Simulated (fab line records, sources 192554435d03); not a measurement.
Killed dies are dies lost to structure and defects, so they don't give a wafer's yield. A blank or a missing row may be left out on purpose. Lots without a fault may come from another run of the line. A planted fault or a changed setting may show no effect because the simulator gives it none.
Which tool did it? | flow n5_finfet | 8 lots, 24 wafers sampled, at 1 step of a route of 1938

WHAT THE GAUGES READ, wafer by wafer
N5_BEOL_M4_RC_MEAS_101.
lot  | measured     | on        | DIBL_N (mV/V)  | DIBL_P (mV/V)  | IOFF_N (nA/um)    | IOFF_P (nA/um) | ION_N (uA/um) | ION_P (uA/um) | SS_N (mV/dec)  | SS_P (mV/dec)  | VT_N (mV)         | VT_P (mV)
L296 | day 8 04:54  | prober-01 | 34.3 38.8 36.5 | 33.6 39.7 35.2 | 0.129 0.233 0.155 | 0.19 0.29 0.22 | 660 687 672   | 462 468 457   | 71.6 72.8 72.1 | 72.8 74.8 73.3 | 250.5 243.2 251.0 | -248 -244 -247
L298 | day 9 04:48  | prober-02 | 36.3 38.0 36.7 | 36.2 39.1 35.7 | 0.161 0.208 0.169 | 0.22 0.28 0.21 | 674 682 674   | 462 465 454   | 71.1 72.0 71.8 | 74.1 73.7 73.2 | 249.6 246.3 250.4 | -247 -248 -247
L307 | day 11 10:02 | prober-02 | 38.3 35.8 36.1 | 39.4 36.3 36.8 | 0.204 0.158 0.169 | 0.25 0.20 0.21 | 676 686 687   | 464 466 463   | 72.0 71.6 71.7 | 73.9 72.9 72.5 | 243.8 248.7 245.5 | -250 -250 -251
L308 | day 11 10:28 | prober-01 | 37.2 33.9 36.1 | 37.7 32.7 35.5 | 0.182 0.125 0.163 | 0.26 0.18 0.21 | 679 672 674   | 476 458 461   | 71.4 71.0 71.4 | 73.8 72.8 73.1 | 245.9 253.8 249.0 | -247 -249 -250
L310 | day 11 15:05 | prober-02 | 34.8 34.5 34.4 | 35.3 34.6 35.7 | 0.136 0.142 0.152 | 0.16 0.16 0.17 | 656 669 681   | 454 453 458   | 71.0 70.9 71.0 | 73.2 73.3 72.9 | 249.6 250.4 247.1 | -255 -254 -254
L316 | day 13 03:45 | prober-02 | 40.2 35.4 37.4 | 39.1 34.9 37.0 | 0.228 0.132 0.165 | 0.27 0.19 0.22 | 677 672 682   | 468 462 465   | 72.5 70.7 71.2 | 74.4 72.5 73.3 | 246.0 252.0 247.7 | -248 -254 -249
L315 | day 13 21:21 | prober-02 | 36.1 37.1 37.0 | 34.4 36.0 36.6 | 0.142 0.142 0.158 | 0.15 0.17 0.18 | 664 643 674   | 450 441 450   | 70.9 71.9 71.8 | 72.8 73.1 73.2 | 249.5 253.3 248.2 | -258 -254 -255
L318 | day 14 04:16 | prober-02 | 36.1 35.0 38.2 | 36.2 35.4 39.4 | 0.149 0.136 0.190 | 0.18 0.17 0.24 | 665 678 675   | 456 459 462   | 71.0 70.9 71.5 | 72.9 73.7 74.2 | 252.6 253.1 249.5 | -253 -255 -248

WHICH TOOL RAN EACH LOT (tool, then ch and the chambers of the sampled wafers, then the start)
The record holds no process step before these readings.

WHAT THE TOOLS THEMSELVES READ (means of the sampled wafers that have a number; where no wafer has one, the mark that the record gives instead)
The record holds no such reading with a usual standard deviation.

THE ANSWER, worked out from the rows above alone
Rule: what is usual is taken from the lots themselves. Put in order of their means at a reading, lots are off if they are a third of the lots or fewer, leave a main group of 4 or more, and stand apart from it by a gap of 3 or more times the standard deviation of the main group's means; of several such gaps the widest counts. A main group whose means are all the same, to the digits that the tables above print for the reading, isn't used. A lot without any number at a reading at which 4 lots or more have one is off too. The other lots that the step has rows for count as sound. The gauges are gone through in route order, then the tools' own readings, and for those a lot's mean is taken as printed above. The first step at which some lot is off is used, and at that step the reading that is off furthest; a lot without a number counts as furthest.
No lot is off at any reading shown: from this, nothing can be told.

WHAT THE SIMULATOR HAD PUT IN
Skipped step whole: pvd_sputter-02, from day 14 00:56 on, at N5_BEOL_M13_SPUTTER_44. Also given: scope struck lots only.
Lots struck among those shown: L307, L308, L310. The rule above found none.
